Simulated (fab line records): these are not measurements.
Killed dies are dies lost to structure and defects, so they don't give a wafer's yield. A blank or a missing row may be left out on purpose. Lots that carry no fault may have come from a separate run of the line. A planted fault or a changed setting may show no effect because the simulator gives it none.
Matching of chambers | flow n5Finfet | N5_BEOL_M7_ETCH_66 on rieDiel-05 has 4 sister chambers
The step etches SOC in N2/H2, target depth 80 nm, overetch 16 nm, time 120 s. 16 wafers are shown with their chamber, then 8 later ones without.

WAFERS, EACH WITH ITS CHAMBER
wafer  | chamber | drypumpMotorCurrentA (A) | showerheadPlenumPTorr (Torr) | throttleValvePct (%)
L075.1 | 0       | 5.2                      | 2.45                         | 17.25
L075.2 | 3       | 5.1                      | 2.49                         | 18.11
L075.6 | 1       | 5.6                      | 2.62                         | 17.78
L076.1 | 0       | 5.2                      | 2.44                         | 17.26
L076.3 | 2       | 6.2                      | 2.60                         | 17.58
L076.6 | 1       | 5.6                      | 2.62                         | 17.78
L081.1 | 1       | 5.6                      | 2.62                         | 17.79
L081.3 | 3       | 5.1                      | 2.48                         | 17.74
L081.6 | 2       | 6.2                      | 2.60                         | 17.61
L083.1 | 3       | 5.1                      | 2.48                         | 17.73
L083.4 | 0       | 5.2                      | 2.44                         | 17.27
L083.5 | 2       | 6.2                      | 2.59                         | 17.62
L084.1 | 1       | 5.6                      | 2.61                         | 17.82
L084.5 | 0       | 5.3                      | 2.44                         | 17.28
L084.6 | 3       | 5.1                      | 2.48                         | 17.73
L086.1 | 0       | 5.2                      | 2.44                         | 17.29

SIGNATURES, as means of the wafers listed above
reading               | chamber 0 | chamber 1 | chamber 2 | chamber 3 | scatter within a chamber
drypumpMotorCurrentA  | 5.220     | 5.600     | 6.200     | 5.100     | 0.0258
showerheadPlenumPTorr | 2.4420    | 2.6175    | 2.5967    | 2.4825    | 0.00497
throttleValvePct      | 17.2700   | 17.7925   | 17.6033   | 17.8275   | 0.0955
Rule: a wafer lies at a distance from a chamber equal to the root of the sum of squares, over the readings, of (its reading less the chamber's mean, divided by the reading's scatter). If the next closest chamber is less than 2 further off than the closest, the wafer can't be placed; otherwise it belongs to the closest. The scatter: take each reading less its chamber's mean, square it, sum over the shown wafers, divide by the number of wafers less the number of chambers, and take the root.

WAFERS WITHOUT THEIR CHAMBER
wafer  | drypumpMotorCurrentA (A) | showerheadPlenumPTorr (Torr) | throttleValvePct (%)
L086.2 | 5.6                      | 2.61                         | 17.81
L086.4 | 6.2                      | 2.59                         | 17.63
L093.2 | 5.2                      | 2.43                         | 17.31
L093.3 | 5.6                      | 2.61                         | 17.83
L093.5 | 6.2                      | 2.59                         | 17.61
L091.1 | 5.1                      | 2.48                         | 17.76
L091.2 | 6.2                      | 2.59                         | 17.63
L091.4 | 6.2                      | 2.59                         | 17.65

WHICH CHAMBER EACH ONE RAN IN
wafer  | from the rows above | in truth
L086.2 | 1                   | 1
L086.4 | 2                   | 2
L093.2 | 0                   | 0
L093.3 | 1                   | 1
L093.5 | 2                   | 2
L091.1 | 3                   | 3
L091.2 | 2                   | 2
L091.4 | 2                   | 2
Correctly placed: 8 of 8. Can't be placed from these rows: 0. Wrongly placed: 0.
